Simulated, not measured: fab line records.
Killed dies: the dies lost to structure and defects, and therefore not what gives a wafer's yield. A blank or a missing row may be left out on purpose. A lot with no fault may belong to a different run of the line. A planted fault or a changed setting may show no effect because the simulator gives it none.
Chamber matching	flow nand harc	cmp-01 running NHARC_A_CONTACT_CMP_20: 4 sister chambers
The step polishes, t overpolish 30 s, target thk 300 nm. 8 wafers are shown with their chamber, then 8 later ones without.

WAFERS, EACH WITH ITS CHAMBER
wafer	chamber	motor current A (A)	overpolish run s (s)
L074.6	3	11.8	29.996
L080.1	3	11.6	30.013
L080.2	2	12.5	29.995
L081.6	0	11.9	30.000
L086.2	0	12.1	30.007
L086.4	1	11.5	30.006
L086.6	2	12.4	30.003
L083.2	1	11.2	30.008

WAFERS MISSING THEIR CHAMBER
wafer	motor current A (A)	overpolish run s (s)
L083.3	11.8	30.006
L083.4	12.0	30.011
L095.1	12.5	30.018
L095.4	11.9	30.011
L095.6	12.8	29.995
L097.2	12.3	29.986
L097.4	12.0	29.991
L097.6	11.6	29.983

EACH ONE'S CHAMBER
wafer	from the rows above	in truth
L083.3	can't be placed: 3 or 0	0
L083.4	can't be placed: 0 or 3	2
L095.1	can't be placed: 2 or 0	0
L095.4	can't be placed: 0 or 3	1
L095.6	2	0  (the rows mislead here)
L097.2	can't be placed: 2 or 0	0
L097.4	can't be placed: 0 or 3 or 2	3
L097.6	can't be placed: 3 or 1 or 0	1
0 of 8 placed correctly. Can't be placed from these rows: 7 (the true chamber is among the candidates in 5). Wrongly placed: 1.
How it was worked out, from the rows above alone: a wafer's distance from a chamber is the root of the sum, over the readings, of the square of ((its reading less the chamber's mean) divided by the reading's scatter). The wafer belongs to the nearest chamber; if the next one is less than 2 further off, it can't be placed. Each chamber's mean is taken over the wafers shown for it. The scatter: the root of (the sum of the squares of (reading less its chamber's mean) over the shown wafers, divided by (wafers less chambers)).
